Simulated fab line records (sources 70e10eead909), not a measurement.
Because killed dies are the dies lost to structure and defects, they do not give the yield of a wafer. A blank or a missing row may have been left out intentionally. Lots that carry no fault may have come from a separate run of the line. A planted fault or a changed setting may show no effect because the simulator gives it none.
Matching of chambers + flow nand harc + cmp-03 running NHARC_A_BONDPAD_CMP_19: 4 sister chambers
The step polishes, t overpolish 30 s, cu recess touch 16 s, target thk 169.8 nm. 14 wafers are shown with their chamber, then 6 later ones without.

== EACH WAFER AND ITS CHAMBER ==
| wafer  | chamber | motor current A (A) | overpolish run s (s) |
|--------|---------|---------------------|----------------------|
| L464.1 | 3       | 12.7                | 30.011               |
| L464.3 | 0       | 12.5                | 30.004               |
| L464.4 | 2       | 12.3                | 30.003               |
| L469.2 | 3       | 13.2                | 29.996               |
| L469.5 | 3       | 12.8                | 30.013               |
| L469.6 | 0       | 12.3                | 30.009               |
| L468.1 | 2       | 12.6                | 29.996               |
| L468.3 | 1       | 13.2                | 29.986               |
| L474.3 | 3       | 13.2                | 29.997               |
| L474.5 | 2       | 11.8                | 30.004               |
| L474.6 | 1       | 13.0                | 30.017               |
| L481.2 | 0       | 12.3                | 30.026               |
| L481.3 | 2       | 12.1                | 30.007               |
| L481.5 | 1       | 13.0                | 29.997               |

SIGNATURES (means of the wafers above)
| reading          | chamber 0 | chamber 1 | chamber 2 | chamber 3 | scatter within a chamber |
|------------------|-----------|-----------|-----------|-----------|--------------------------|
| motor current A  | 12.367    | 13.067    | 12.200    | 12.975    | 0.245                    |
| overpolish run s | 30.01300  | 30.00000  | 30.00250  | 30.00425  | 0.0103                   |
Rule: for each reading, subtract the chamber's mean from the wafer's reading, divide by that reading's scatter and square the result; add these up over the readings and take the root, which gives the wafer's distance from the chamber. If the next closest chamber is less than 2 further off than the closest, the wafer can't be placed; otherwise it belongs to the closest. The scatter is the square root of a quotient: the sum, over the shown wafers, of each reading's squared deviation from its chamber's mean, divided by wafers minus chambers.

== WAFERS WITHOUT THEIR CHAMBER ==
| wafer  | motor current A (A) | overpolish run s (s) |
|--------|---------------------|----------------------|
| L483.4 | 12.7                | 29.997               |
| L483.5 | 13.8                | 30.004               |
| L483.6 | 12.3                | 29.998               |
| L486.3 | 13.2                | 29.987               |
| L486.4 | 12.7                | 29.986               |
| L486.5 | 12.8                | 30.007               |

== WHICH CHAMBER EACH WENT THROUGH ==
| wafer  | from the rows above               | in truth |
|--------|-----------------------------------|----------|
| L483.4 | can't be placed: 3 or 1 or 0 or 2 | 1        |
| L483.5 | can't be placed: 1 or 3           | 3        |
| L483.6 | can't be placed: 2 or 0           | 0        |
| L486.3 | can't be placed: 1 or 3           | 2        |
| L486.4 | can't be placed: 1 or 3 or 2 or 0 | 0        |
| L486.5 | can't be placed: 3 or 1 or 0 or 2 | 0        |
Correct placement for 0 of the 6. These rows do not allow placing 6 (true chamber among the candidates in 5). Placed wrongly: 0.
